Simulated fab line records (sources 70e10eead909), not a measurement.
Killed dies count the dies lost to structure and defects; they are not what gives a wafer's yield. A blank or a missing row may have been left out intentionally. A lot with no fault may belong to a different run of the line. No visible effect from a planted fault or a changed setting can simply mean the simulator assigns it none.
Chamber matching || flow nand-harc || NHARC_A_STAIRCASE_DESCUM_443 on rie-diel-02 has 4 sister chambers
The step chemistry O2, time 3 s. 18 wafers are shown with their chamber, then 9 later ones without.

EACH WAFER AND ITS CHAMBER
{"wafer": "L074.3", "chamber": 2, "drypump-motor-current-A (A)": 5.7, "showerhead-plenum-p-Torr (Torr)": 1.80, "oes-product-au (a.u.)": 1.003}
{"wafer": "L074.5", "chamber": 1, "drypump-motor-current-A (A)": 6.0, "showerhead-plenum-p-Torr (Torr)": 1.93, "oes-product-au (a.u.)": 1.009}
{"wafer": "L074.6", "chamber": 0, "drypump-motor-current-A (A)": 6.1, "showerhead-plenum-p-Torr (Torr)": 1.90, "oes-product-au (a.u.)": 1.011}
{"wafer": "L077.1", "chamber": 2, "drypump-motor-current-A (A)": 5.7, "showerhead-plenum-p-Torr (Torr)": 1.80, "oes-product-au (a.u.)": 1.000}
{"wafer": "L077.5", "chamber": 1, "drypump-motor-current-A (A)": 6.0, "showerhead-plenum-p-Torr (Torr)": 1.93, "oes-product-au (a.u.)": 0.994}
{"wafer": "L077.6", "chamber": 2, "drypump-motor-current-A (A)": 5.7, "showerhead-plenum-p-Torr (Torr)": 1.80, "oes-product-au (a.u.)": 1.006}
{"wafer": "L082.4", "chamber": 2, "drypump-motor-current-A (A)": 5.6, "showerhead-plenum-p-Torr (Torr)": 1.79, "oes-product-au (a.u.)": 1.000}
{"wafer": "L082.5", "chamber": 1, "drypump-motor-current-A (A)": 6.0, "showerhead-plenum-p-Torr (Torr)": 1.92, "oes-product-au (a.u.)": 1.025}
{"wafer": "L082.6", "chamber": 2, "drypump-motor-current-A (A)": 5.7, "showerhead-plenum-p-Torr (Torr)": 1.79, "oes-product-au (a.u.)": 1.008}
{"wafer": "L083.3", "chamber": 3, "drypump-motor-current-A (A)": 5.2, "showerhead-plenum-p-Torr (Torr)": 1.79, "oes-product-au (a.u.)": 1.022}
{"wafer": "L083.5", "chamber": 1, "drypump-motor-current-A (A)": 6.0, "showerhead-plenum-p-Torr (Torr)": 1.92, "oes-product-au (a.u.)": 1.011}
{"wafer": "L083.6", "chamber": 0, "drypump-motor-current-A (A)": 6.1, "showerhead-plenum-p-Torr (Torr)": 1.89, "oes-product-au (a.u.)": 0.984}
{"wafer": "L085.1", "chamber": 0, "drypump-motor-current-A (A)": 6.1, "showerhead-plenum-p-Torr (Torr)": 1.89, "oes-product-au (a.u.)": 1.000}
{"wafer": "L085.4", "chamber": 1, "drypump-motor-current-A (A)": 6.0, "showerhead-plenum-p-Torr (Torr)": 1.92, "oes-product-au (a.u.)": 1.005}
{"wafer": "L085.6", "chamber": 0, "drypump-motor-current-A (A)": 6.1, "showerhead-plenum-p-Torr (Torr)": 1.89, "oes-product-au (a.u.)": 0.995}
{"wafer": "L087.1", "chamber": 1, "drypump-motor-current-A (A)": 6.0, "showerhead-plenum-p-Torr (Torr)": 1.92, "oes-product-au (a.u.)": 0.992}
{"wafer": "L087.3", "chamber": 0, "drypump-motor-current-A (A)": 6.1, "showerhead-plenum-p-Torr (Torr)": 1.89, "oes-product-au (a.u.)": 1.002}
{"wafer": "L087.4", "chamber": 3, "drypump-motor-current-A (A)": 5.2, "showerhead-plenum-p-Torr (Torr)": 1.78, "oes-product-au (a.u.)": 1.016}

SIGNATURES (averages over the wafers above)
{"reading": "drypump-motor-current-A", "chamber 0": 6.100, "chamber 1": 6.000, "chamber 2": 5.680, "chamber 3": 5.200, "scatter within a chamber": 0.0239}
{"reading": "showerhead-plenum-p-Torr", "chamber 0": 1.8920, "chamber 1": 1.9233, "chamber 2": 1.7960, "chamber 3": 1.7850, "scatter within a chamber": 0.00523}
{"reading": "oes-product-au", "chamber 0": 0.99840, "chamber 1": 1.00600, "chamber 2": 1.00340, "chamber 3": 1.01900, "scatter within a chamber": 0.00925}
Rule: distance of a wafer from a chamber = root of the sum over the readings of ((wafer's reading minus chamber's mean) / reading's scatter) squared. If the next closest chamber is less than 2 further off than the closest, the wafer can't be placed; otherwise it belongs to the closest. The scatter: the root of (the sum of the squares of (reading less its chamber's mean) over the shown wafers, divided by (wafers less chambers)).

WAFERS WITHOUT THEIR CHAMBER
{"wafer": "L093.1", "drypump-motor-current-A (A)": 6.0, "showerhead-plenum-p-Torr (Torr)": 1.91, "oes-product-au (a.u.)": 1.022}
{"wafer": "L093.4", "drypump-motor-current-A (A)": 5.7, "showerhead-plenum-p-Torr (Torr)": 1.78, "oes-product-au (a.u.)": 0.993}
{"wafer": "L093.5", "drypump-motor-current-A (A)": 5.2, "showerhead-plenum-p-Torr (Torr)": 1.78, "oes-product-au (a.u.)": 1.028}
{"wafer": "L096.1", "drypump-motor-current-A (A)": 5.2, "showerhead-plenum-p-Torr (Torr)": 1.78, "oes-product-au (a.u.)": 1.034}
{"wafer": "L096.4", "drypump-motor-current-A (A)": 6.0, "showerhead-plenum-p-Torr (Torr)": 1.91, "oes-product-au (a.u.)": 1.013}
{"wafer": "L096.5", "drypump-motor-current-A (A)": 5.7, "showerhead-plenum-p-Torr (Torr)": 1.78, "oes-product-au (a.u.)": 0.995}
{"wafer": "L097.2", "drypump-motor-current-A (A)": 6.0, "showerhead-plenum-p-Torr (Torr)": 1.91, "oes-product-au (a.u.)": 1.005}
{"wafer": "L097.3", "drypump-motor-current-A (A)": 5.7, "showerhead-plenum-p-Torr (Torr)": 1.78, "oes-product-au (a.u.)": 0.993}
{"wafer": "L097.6", "drypump-motor-current-A (A)": 6.0, "showerhead-plenum-p-Torr (Torr)": 1.91, "oes-product-au (a.u.)": 1.004}

WHICH CHAMBER EACH ONE RAN IN
{"wafer": "L093.1", "from the rows above": 1, "in truth": 1}
{"wafer": "L093.4", "from the rows above": 2, "in truth": 2}
{"wafer": "L093.5", "from the rows above": 3, "in truth": 3}
{"wafer": "L096.1", "from the rows above": 3, "in truth": 3}
{"wafer": "L096.4", "from the rows above": 1, "in truth": 1}
{"wafer": "L096.5", "from the rows above": 2, "in truth": 2}
{"wafer": "L097.2", "from the rows above": 1, "in truth": 1}
{"wafer": "L097.3", "from the rows above": 2, "in truth": 2}
{"wafer": "L097.6", "from the rows above": 1, "in truth": 1}
Correctly placed: 9 of 9. Not placeable from these rows: 0. 0 placed wrongly.
